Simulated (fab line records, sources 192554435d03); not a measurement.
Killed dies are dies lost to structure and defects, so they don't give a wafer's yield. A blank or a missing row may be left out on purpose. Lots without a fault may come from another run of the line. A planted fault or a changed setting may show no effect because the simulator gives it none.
fab line records | flow n5_finfet
record lots=8 wafers=24 last_day=19
route steps=1938 shown FIN_SAQP@95 BEOL_M4@1111 PASSIVATION@1936
lots that met no fault: from a run of the same line without faults
start_h: hours from the record's first day to the start of the lot's first wafer shown | wait_h: hours since the lot's step before | " the same as in the row above | L1.1+2: a row that stands for several wafers | - no value, or no start given | * or withheld: withheld | < > ~ a bound
route shown NAME@n: a module of which the file shows steps, and the number in the route of the first | usual: mean/standard deviation of fault-free wafers | same: alike in all rows | chamber/n: place in a boat | sites: the reading at each site | _std_site: their standard deviation | _edge_site: outer sites' mean less inner sites' | radius_mm: how far each site lies from the wafer's centre | mask NAME#n: copy n | behind: the tool/chamber that last shaped the wafer | hold: why the lot was held/for how many hours/how that ended | device: the transistor (n, p or np) that didn't switch | end of line: the same wafers' tests at the end of the route | a step without rows: its recipe alone | killed: dies lost to structure and defects at the first sort, not the wafer's yield | map: a wafer's dies, x killed, . not, _ none there
set.NAME: the setting as run; set.NAME@STEP: as run at that earlier step | model.NAME: the simulator's own value behind a step, which no gauge read
steps of the route over a sample of lots; a table a step, a row a wafer
services: from which hour (start_h, from the record's first day; less than 0 if before it) a tool's chamber was out of use, for how many hours, and why
## steps
# step N5_FIN_SAQP_DENSIFY_62
# recipe temp_c=700 time_s=60 ambient=N2 idle_temp_c=600 ramp_up_c_per_s=150 ramp_down_c_per_s=60 cool_to_c=600
# usual lamp_power_pct=9.85/0.052 lamp_zone_4_pct=9.840/0.01 lamp_zone_7_pct=10.265/0.0099 wafer_temp_C_max=703.2/0.61
# columns lot.wafer tool chamber start_h wait_h lamp_power_pct lamp_zone_4_pct lamp_zone_7_pct wafer_temp_C_max
L386.2 rtp_anneal-01 0 56.96 0.1 9.86 9.854 10.267 704.0
L386.3 " 0 " " 9.89 9.846 10.267 703.0
L386.6 " 0 " " 9.80 9.835 10.279 702.2
L387.3 rtp_anneal-01 0 62.82 0.2 9.86 9.830 10.271 702.3
L387.5 " 0 " " 9.94 9.841 10.251 704.4
L387.6 " 0 " " 9.78 9.842 10.272 702.8
L396.2 rtp_anneal-02 0 116.60 0.1 9.81 9.833 10.276 702.9
L396.3 " 0 " " 9.73 9.836 10.261 703.5
L396.4 " 0 " " 9.91 9.834 10.273 703.6
L398.2 rtp_anneal-01 0 129.24 0.1 9.85 9.844 10.250 702.6
L398.5 " 0 " " 9.86 9.847 10.246 703.6
L398.6 " 0 " " 9.85 9.838 10.281 703.0
L399.1 rtp_anneal-02 0 135.15 0.3 9.82 9.853 10.269 702.8
L399.3 " 0 " " 9.90 9.820 10.255 702.8
L399.6 " 0 " " 9.73 9.835 10.262 703.5
L400.1 rtp_anneal-02 0 140.85 0.2 9.86 9.845 10.263 703.2
L400.2 " 0 " " 9.85 9.862 10.260 704.3
L400.3 " 0 " " 9.86 9.860 10.268 702.9
L401.2 rtp_anneal-02 0 147.27 0.3 9.83 9.837 10.265 702.9
L401.3 " 0 " " 9.86 9.838 10.245 704.0
L401.6 " 0 " " 9.84 9.842 10.251 703.6
L402.4 rtp_anneal-01 0 153.31 0.2 9.96 9.848 10.261 702.7
L402.5 " 0 " " 9.87 9.840 10.241 703.0
L402.6 " 0 " " 9.80 9.839 10.267 703.4
# step N5_FIN_SAQP_THK_MEAS_05
# usual thk_nm=37.8/0.51
# columns lot.wafer tool chamber start_h wait_h thk_nm
L386.2 film_metro-01 - 57.24 0.1 37.7
L386.3 " - " " 37.8
L386.6 " - " " 38.2
L387.3 film_metro-02 - 63.06 0.1 37.4
L387.5 " - " " 38.1
L387.6 " - " " 38.0
L396.2 film_metro-02 - 116.88 0.1 37.1
L396.3 " - " " 36.5
L396.4 " - " " 37.5
L398.2 film_metro-02 - 129.51 0.1 37.5
L398.5 " - " " 37.8
L398.6 " - " " 38.1
L399.1 film_metro-01 - 135.45 0.1 37.2
L399.3 " - " " 37.5
L399.6 " - " " 38.2
L400.1 film_metro-01 - 141.15 0.1 37.4
L400.2 " - " " 37.1
L400.3 " - " " 37.4
L401.2 film_metro-01 - 147.54 0.1 37.9
L401.3 " - " " 37.1
L401.6 " - " " 38.5
L402.4 film_metro-01 - 153.52 0.0 38.1
L402.5 " - " " 37.8
L402.6 " - " " 38.1
# step N5_FIN_SAQP_HM_DEP_72
# recipe material=SiO2 target_thk_a=120 temp_c=400 precursor=SiH4/N2O pressure_torr=0.75 rf_w=275 time_s=7.2
# usual chamber_pressure_Torr=0.7502/0.0016 heater_power_outer_w=459/94 heater_power_w=746/130 showerhead_plenum_p_Torr=8.11/0.13 susceptor_temp_C=399.99/0.23
# columns lot.wafer tool chamber start_h wait_h chamber_pressure_Torr heater_power_outer_w heater_power_w showerhead_plenum_p_Torr susceptor_temp_C
L386.2 pecvd-03 2 57.48 0.0 - - - - -
L386.3 " 0 " " - - - - -
L386.6 " 0 " " - - - - -
L387.3 pecvd-03 1 63.30 0.0 - - - - -
L387.5 " 1 " " - - - - -
L387.6 " 0 " " - - - - -
L396.2 pecvd-02 0 117.12 0.0 0.7493 384 640 8.19 400.12
L396.3 " 2 " " 0.7488 360 577 7.84 400.35
L396.4 " 0 " " 0.7514 372 626 8.23 399.80
L398.2 pecvd-03 1 129.76 0.0 0.7517 571 843 8.15 399.54
L398.5 " 1 " " 0.7493 570 877 8.17 400.00
L398.6 " 2 " " 0.7520 664 1042 8.17 400.01
L399.1 pecvd-02 0 135.69 0.0 0.7486 443 741 8.21 399.82
L399.3 " 1 " " 0.7517 453 715 8.09 399.49
L399.6 " 0 " " 0.7500 458 733 8.21 400.18
L400.1 pecvd-04 2 141.40 0.0 0.7503 417 726 8.11 400.20
L400.2 " 1 " " 0.7510 390 691 8.24 400.34
L400.3 " 0 " " 0.7515 631 958 8.29 399.74
L401.2 pecvd-03 1 147.78 0.0 0.7480 506 785 8.14 399.92
L401.3 " 0 " " 0.7486 425 716 8.05 399.92
L401.6 " 2 " " 0.7510 590 932 8.16 399.79
L402.4 pecvd-03 1 153.79 0.1 0.7506 542 821 8.17 400.31
L402.5 " 2 " " 0.7501 558 887 8.18 399.88
L402.6 " 0 " " 0.7498 360 628 8.07 400.26
# step N5_FIN_SAQP_DESCUM_21
# recipe chemistry=O2 time_s=7.9 source_power_w=50 bias_power_w=20 pressure_mtorr=20 rf_frequency_hz=2.712e+07 temp_c=40 resist=CAR-ArF o2_flow_sccm=225
# usual drypump_motor_current_A=5.4/0.38 oes_product_au=0.82/0.1 rf_vpp_V=243.7/1.1 showerhead_plenum_p_Torr=2.14/0.056 throttle_valve_pct=20.42/0.2
# columns lot.wafer tool chamber start_h wait_h drypump_motor_current_A oes_product_au rf_hours_counter_h rf_vpp_V showerhead_plenum_p_Torr throttle_valve_pct
L386.2 rie_diel-02 3 58.00 0.1 5.1 0.77 131 242.4 2.18 20.24
L386.3 " 2 " " 5.5 0.76 136 242.7 2.10 20.34
L386.6 " 3 " " 5.1 0.77 - 244.2 2.18 20.25
L387.3 rie_diel-01 2 63.85 0.0 6.0 0.96 10 246.3 2.24 20.21
L387.5 " 2 " " 6.0 0.96 - 245.8 2.24 20.21
L387.6 " 3 " " 5.7 1.03 - 241.6 2.06 20.20
L396.2 rie_diel-02 2 118.16 0.5 5.5 0.74 158 243.4 2.09 20.35
L396.3 " 1 " " 4.7 0.85 77 242.8 2.12 20.61
L396.4 " 2 " " 5.5 0.74 - 242.5 2.09 20.38
L398.2 rie_diel-02 1 130.30 0.0 4.7 0.85 82 243.9 2.11 20.61
L398.5 " 2 " " 5.5 0.75 - 241.6 2.09 20.37
L398.6 " 3 " " 5.1 0.75 - 244.3 2.17 20.29
L399.1 rie_diel-04 2 136.24 0.0 5.4 0.87 52 244.0 2.14 20.44
L399.3 " 3 " " 5.6 0.87 40 244.9 2.14 20.43
L399.6 " 0 " " 5.7 0.72 - 242.5 2.08 20.60
L400.1 rie_diel-01 2 141.95 0.0 6.1 0.90 37 245.4 2.23 20.26
L400.2 " 3 " " 5.7 0.91 28 242.1 2.05 20.25
L400.3 " 0 " " 5.2 0.88 50 245.5 2.21 20.15
L401.2 rie_diel-04 1 148.33 0.0 5.4 0.92 22 243.6 2.05 20.37
L401.3 " 0 " " 5.7 0.72 210 243.7 2.08 20.60
L401.6 " 0 " " 5.7 0.72 - 243.3 2.08 20.61
L402.4 rie_diel-04 0 154.22 0.0 5.7 0.72 - 243.1 2.07 20.58
L402.5 " 1 " " 5.4 0.91 - 242.2 2.05 20.34
L402.6 " 2 " " 5.5 0.88 - 244.1 2.13 20.46
# step N5_FIN_SAQP_HM_OPEN_73
# recipe chemistry=CHF3/O2 target=SiO2 stop_on=a-Si target_depth_a=120 over_etch_frac=1.8 mask_material=SOC time_s=16.8 pressure_mtorr=30 source_w=650 bias_w=170 Ar_flow_sccm=200 CHF3_flow_sccm=50 O2_flow_sccm=5 ion_energy_ev=200 ends=end_point
# usual drypump_motor_current_A=5.4/0.38 mfc_ar_sccm=199.9/0.57 oes_o_777_au=0.82/0.096 oes_product_au=0.49/0.057 rf_vpp_V=525/7.6 showerhead_plenum_p_Torr=2.45/0.064 throttle_valve_pct=18.81/0.19
# columns lot.wafer tool chamber start_h wait_h drypump_motor_current_A mfc_ar_sccm oes_o_777_au oes_product_au rf_hours_counter_h rf_vpp_V showerhead_plenum_p_Torr throttle_valve_pct
L386.2 rie_diel-02 3 58.20 0.0 5.1 199.2 0.77 0.30 131 529 2.52 18.70
L386.3 " 2 " " 5.5 199.4 0.77 0.29 136 533 2.41 18.63
L386.6 " 3 " " 5.1 199.5 0.77 0.29 - 527 2.52 18.70
L387.3 rie_diel-01 2 64.04 0.0 6.1 199.4 0.96 0.36 10 531 2.56 18.48
L387.5 " 2 " " 6.1 200.2 0.95 0.35 - 532 2.56 18.49
L387.6 " 3 " " 5.7 199.8 1.00 0.37 - 519 2.37 18.50
L396.2 rie_diel-02 2 118.36 0.0 5.5 199.6 0.75 0.45 158 534 2.41 18.71
L396.3 " 1 " " 4.7 199.0 0.84 0.50 78 525 2.44 19.03
L396.4 " 2 " " 5.5 199.1 0.75 0.46 - 534 2.40 18.73
L398.2 rie_diel-02 1 130.50 0.0 4.7 199.8 0.83 0.50 82 524 2.44 19.03
L398.5 " 2 " " 5.5 200.2 0.75 0.45 - 534 2.40 18.73
L398.6 " 3 " " 5.1 199.7 0.75 0.46 - 528 2.51 18.79
L399.1 rie_diel-04 2 136.44 0.0 5.4 201.1 0.89 0.52 52 514 2.45 18.79
L399.3 " 3 " " 5.6 199.2 0.88 0.52 40 521 2.45 18.80
L399.6 " 0 " " 5.8 201.1 0.72 0.44 - 520 2.38 18.96
L400.1 rie_diel-01 2 142.14 0.0 6.1 199.5 0.90 0.53 37 533 2.55 18.57
L400.2 " 3 " " 5.7 199.9 0.90 0.54 28 519 2.36 18.60
L400.3 " 0 " " 5.3 200.4 0.87 0.53 50 541 2.55 18.58
L401.2 rie_diel-04 1 148.53 0.0 5.4 199.8 0.91 0.55 22 513 2.36 18.69
L401.3 " 0 " " 5.8 200.2 0.72 0.44 210 521 2.38 18.97
L401.6 " 0 " " 5.8 200.2 0.72 0.44 - 520 2.38 18.96
L402.4 rie_diel-04 0 154.43 0.0 5.7 200.0 0.71 0.43 - 521 2.38 18.96
L402.5 " 1 " " 5.4 200.1 0.90 0.54 - 513 2.36 18.70
L402.6 " 2 " " 5.4 200.3 0.88 0.52 - 513 2.45 18.79
# step N5_FIN_SAQP_CD_MEAS_27
# recipe target_cd_nm=20 landing_energy_ev=1000 detector=se_inlens polarity=line
# usual cd_nm=20.34/0.19
# columns lot.wafer tool chamber start_h wait_h cd_nm
L386.2 cd_sem-03 0 64.21 0.1 -
L386.3 " 0 " " -
L386.6 " 0 " " -
L387.3 cd_sem-03 0 66.28 0.1 -
L387.5 " 0 " " -
L387.6 " 0 " " -
L396.2 cd_sem-03 0 120.30 0.1 19.88
L396.3 " 0 " " 20.56
L396.4 " 0 " " 20.55
L398.2 cd_sem-02 0 132.33 0.1 20.27
L398.5 " 0 " " 20.24
L398.6 " 0 " " 20.41
L399.1 cd_sem-03 0 138.24 0.1 20.36
L399.3 " 0 " " 20.50
L399.6 " 0 " " 20.31
L400.1 cd_sem-03 0 144.53 0.1 20.44
L400.2 " 0 " " 20.73
L400.3 " 0 " " 20.22
L401.2 cd_sem-03 0 151.90 0.1 20.44
L401.3 " 0 " " 20.10
L401.6 " 0 " " 20.27
L402.4 cd_sem-01 0 156.23 0.1 20.40
L402.5 " 0 " " 20.26
L402.6 " 0 " " 20.06
# step N5_BEOL_M4_RC_MEAS_101
# usual DIBL_N=36.2/1.2 DIBL_P=36.3/1.3 IOFF_N=0.155/0.019 IOFF_P=0.210/0.029 ION_N=677/8.6 ION_P=465/6.8 SS_N=71.4/0.48 SS_P=73.2/0.53 VT_N=249.9/2.4 VT_P=-250/3.2
# columns lot.wafer tool chamber start_h wait_h DIBL_N[mV/V] DIBL_P[mV/V] IOFF_N[nA/um] IOFF_P[nA/um] ION_N[uA/um] ION_P[uA/um] SS_N[mV/dec] SS_P[mV/dec] VT_N[mV] VT_P[mV]
L396.2 prober-01 0 280.87 0.2 34.9 35.2 0.129 0.162 666 449 71.6 72.5 256.9 -258
L396.3 " 0 " " 35.5 36.2 0.147 0.182 669 455 71.6 73.1 251.4 -253
L396.4 " 0 " " 35.7 36.4 0.152 0.187 672 453 72.4 73.1 251.7 -254
L398.2 prober-02 0 282.73 0.2 36.5 37.6 0.155 0.216 672 464 70.9 73.4 250.2 -248
L398.5 " 0 " " 35.7 36.6 0.142 0.194 676 464 71.5 73.3 251.9 -251
L398.6 " 0 " " 36.0 37.3 0.145 0.219 676 463 71.8 73.5 251.1 -248
L399.1 prober-02 0 284.92 0.0 35.8 36.8 0.170 0.225 678 472 71.5 73.3 245.8 -248
L399.3 " 0 " " 35.6 36.4 0.158 0.217 681 469 71.2 73.2 249.6 -248
L399.6 " 0 " " 34.0 34.9 0.139 0.197 679 467 70.5 73.4 247.4 -249
L400.1 prober-02 0 303.74 0.0 34.4 35.3 0.122 0.160 668 457 70.6 72.8 253.7 -255
L400.2 " 0 " " 35.5 36.5 0.139 0.180 681 462 71.3 73.1 249.6 -254
L400.3 " 0 " " 35.8 36.0 0.135 0.172 664 452 71.3 72.6 249.5 -251
L401.2 prober-02 0 308.16 0.2 37.6 36.5 0.155 0.207 665 457 71.7 72.6 250.2 -250
L401.3 " 0 " " 37.3 37.1 0.156 0.218 680 465 71.6 72.3 250.3 -249
L401.6 " 0 " " 37.2 36.3 0.147 0.203 671 467 71.3 73.1 250.7 -249
L402.4 prober-02 0 329.51 0.5 36.7 36.1 0.170 0.206 676 466 71.5 73.0 247.0 -251
L402.5 " 0 " " 36.6 35.9 0.166 0.199 676 461 70.6 73.5 250.3 -252
L402.6 " 0 " " 37.7 38.0 0.184 0.240 690 471 72.1 73.9 245.6 -249
# step N5_PASSIVATION_PROBE_49
# usual defect_limited_yield=91.2/1.4 killed_at_M0_to_M3=34/10 killed_at_M4_up=13/5.1 killed_at_contacts=12/6.5 killed_at_front_end=41/11 killed_at_other=4/3.3 killed_dies=104/16 killed_on_rim=14/3.9 killed_open=69/13 killed_short=33/7 sort_bin_5_function=5.1/0.91 sort_bin_6_memory=3.3/0.69 sort_n_pass=1076/16 sort_yield_pct=91.2/1.4
# same gross_dies=1180 killed_at_back_side=0 sort_bin_4_leakage[%]=0 sort_bin_8_speed[%]=0
# columns lot.wafer tool chamber start_h wait_h defect_limited_yield[%] killed_at_M0_to_M3 killed_at_M4_up killed_at_contacts killed_at_front_end killed_at_other killed_dies killed_on_rim killed_open killed_short sort_bin_5_function[%] sort_bin_6_memory[%] sort_n_pass sort_yield_pct[%]
L386.2 prober-01 - 319.90 0.1 0 9 3 4 1162 2 1180 152 17 6 73.6 2.9 0 0
L386.3 prober-01 - 319.95 0.1 0 10 4 4 1161 1 1180 152 14 8 73.6 2.3 0 0
L386.6 prober-01 - 320.10 0.3 0 6 1 0 1173 0 1180 152 10 4 74.2 3.1 0 0
L387.3 prober-01 - 339.63 0.1 0 7 2 2 1167 2 1180 152 16 6 74.5 2.8 0 0
L387.5 prober-01 - 339.73 0.2 0 8 3 2 1166 1 1180 152 12 7 73.8 2.5 0 0
L387.6 prober-01 - 339.78 0.3 0 18 5 1 1156 0 1180 152 20 9 71.1 2.8 0 0
L396.2 prober-02 - 376.58 0.1 94.2 22 4 19 21 3 69 11 51 18 3.6 2.1 1111 94.2
L396.3 prober-02 - 376.63 0.1 92.4 29 6 23 26 6 90 10 57 33 4.7 2.6 1090 92.4
L396.4 prober-02 - 376.68 0.2 91.6 28 11 16 38 6 99 11 67 32 4.5 3.6 1081 91.6
# killed by level:class
L386.2 FIN_SAQP:lost_pattern=1154 BEOL_M2:geometric_particle:open=5 MOL_CONTACT_COAG:geometric_particle:open=4 FIN_SAQP:area_dep=3 FIN_SAQP:geometric_particle:open=2 MIM_TOP_ETCH:geometric_particle:open=2 DUMMY_GATE:geometric_particle:open=1 BEOL_M4:geometric_particle:short=1
L386.3 FIN_SAQP:lost_pattern=1154 MOL_CONTACT_COAG:geometric_particle:open=4 FIN_SAQP:area_dep=4 FIN_SAQP:geometric_particle:short=2 BEOL_M2:geometric_particle:open=2 BEOL_M0_SAQP:geometric_particle:open=2 BEOL_M0_SAQP:geometric_particle:short=2 BEOL_M1:geometric_particle:open=2
L386.6 FIN_SAQP:lost_pattern=1160 FIN_SAQP:area_dep=6 BEOL_M2:geometric_particle:open=3 FIN_SAQP:geometric_particle:open=2 BEOL_M3:geometric_particle:open=2 STARTING-WAFER:geometric_particle:short=2 DUMMY_GATE:geometric_particle:short=1 SPACER0:geometric_particle:open=1
L387.3 FIN_SAQP:lost_pattern=1152 FIN_SAQP:area_dep=6 STI_FIN_REVEAL:geometric_particle:open=3 BEOL_M0_SAQP:geometric_particle:open=3 FIN_SAQP:geometric_particle:short=2 DUMMY_GATE:geometric_particle:open=2 MOL_CONTACT_COAG:geometric_particle:open=2 BEOL_M1:geometric_particle:short=2
L387.5 FIN_SAQP:lost_pattern=1155 FIN_SAQP:area_dep=6 BEOL_M2:geometric_particle:open=3 BEOL_M1:geometric_particle:open=2 BEOL_M4:geometric_particle:open=2 FIN_SAQP:geometric_particle:short=1 FIN_SAQP:geometric_particle:open=1 STI_FIN_REVEAL:geometric_particle:open=1
L387.6 FIN_SAQP:lost_pattern=1143 FIN_SAQP:area_dep=7 BEOL_M0_SAQP:geometric_particle:short=6 BEOL_M0_SAQP:geometric_particle:open=5 BEOL_M1:geometric_particle:open=4 BEOL_M2:geometric_particle:open=3 STI_FIN_REVEAL:geometric_particle:open=2 BEOL_M5:geometric_particle:open=2
L396.2 MOL_CONTACT_COAG:geometric_particle:open=19 BEOL_M3:geometric_particle:open=13 GATE_CUT:geometric_particle:short=8 STI_FIN_REVEAL:geometric_particle:open=5 FIN_SAQP:geometric_particle:open=2 ILD0:geometric_particle:short=2 GATE_CUT:geometric_particle:open=2 BEOL_M0_SAQP:geometric_particle:open=2
L396.3 MOL_CONTACT_COAG:geometric_particle:open=20 BEOL_M3:geometric_particle:open=9 GATE_CUT:geometric_particle:short=8 BEOL_M0_SAQP:geometric_particle:open=5 STI_FIN_REVEAL:geometric_particle:open=4 DUMMY_GATE:geometric_particle:open=4 STARTING-WAFER:geometric_particle:short=4 PAD_METAL:geometric_particle:short=3
L396.4 MOL_CONTACT_COAG:geometric_particle:open=14 FIN_SAQP:geometric_particle:short=10 BEOL_M3:geometric_particle:open=10 STI_FIN_REVEAL:geometric_particle:open=9 FIN_SAQP:geometric_particle:open=7 BEOL_M1:geometric_particle:open=6 BEOL_M0_SAQP:geometric_particle:short=5 BEOL_M0_SAQP:geometric_particle:open=4
## services
# columns tool chamber start_h hours kind
rie_diel-04 0 37.44 4.8 repair
rie_diel-01 3 44.76 - clean
rie_diel-01 3 44.76 - consumable_replace:focus_ring
rie_diel-01 3 44.76 18.8 scheduled_down
rie_diel-01 3 44.76 18.8 vent_cycle
rie_diel-04 1 51.96 - clean
rie_diel-04 1 51.96 - consumable_replace:focus_ring
rie_diel-04 1 51.96 30.9 scheduled_down
rie_diel-04 1 51.96 30.9 vent_cycle
rie_diel-04 - 89.16 0.4 repair
pecvd-03 2 103.70 5.5 scheduled_down
pecvd-04 0 106.70 2.1 scheduled_down
rie_diel-02 0 113.52 7.3 repair
rie_diel-01 1 136.85 10.3 repair
rie_diel-02 1 137.28 9.5 repair
rie_diel-04 3 144.66 14.2 repair
rtp_anneal-01 - 145.39 6.2 pm
## key
first_sign step=N5_FIN_SAQP_HM_DEP_72 reading=tool_record direction=missing
effect step=N5_FIN_SAQP_HM_OPEN_73 reading=oes_product_au direction=down sigmas=2.9 usual=0.49 struck=0.33
effect step=N5_FIN_SAQP_CD_MEAS_27 reading=cd_nm direction=missing
effect step=N5_PASSIVATION_PROBE_49 reading=killed_at_front_end direction=up sigmas=99+ usual=41 struck=1164
met_at N5_FIN_SAQP_HM_DEP_72
struck_lots L386,L387
later_rows_left_out L386.2,L386.3,L386.6,L387.3,L387.5,L387.6
not_acting_at N5_FIN_SAQP_DENSIFY_62,N5_FIN_SAQP_THK_MEAS_05,N5_FIN_SAQP_DESCUM_21
fault kind=skipped_step_whole tool=pecvd-03 chamber=- onset_h=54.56 steps=N5_FIN_SAQP_HM_DEP_72 scope=struck_lots_only
# later_rows_left_out: the simulator's readings of these wafers behind a module that went badly wrong aren't trusted and aren't shown, but for the sort
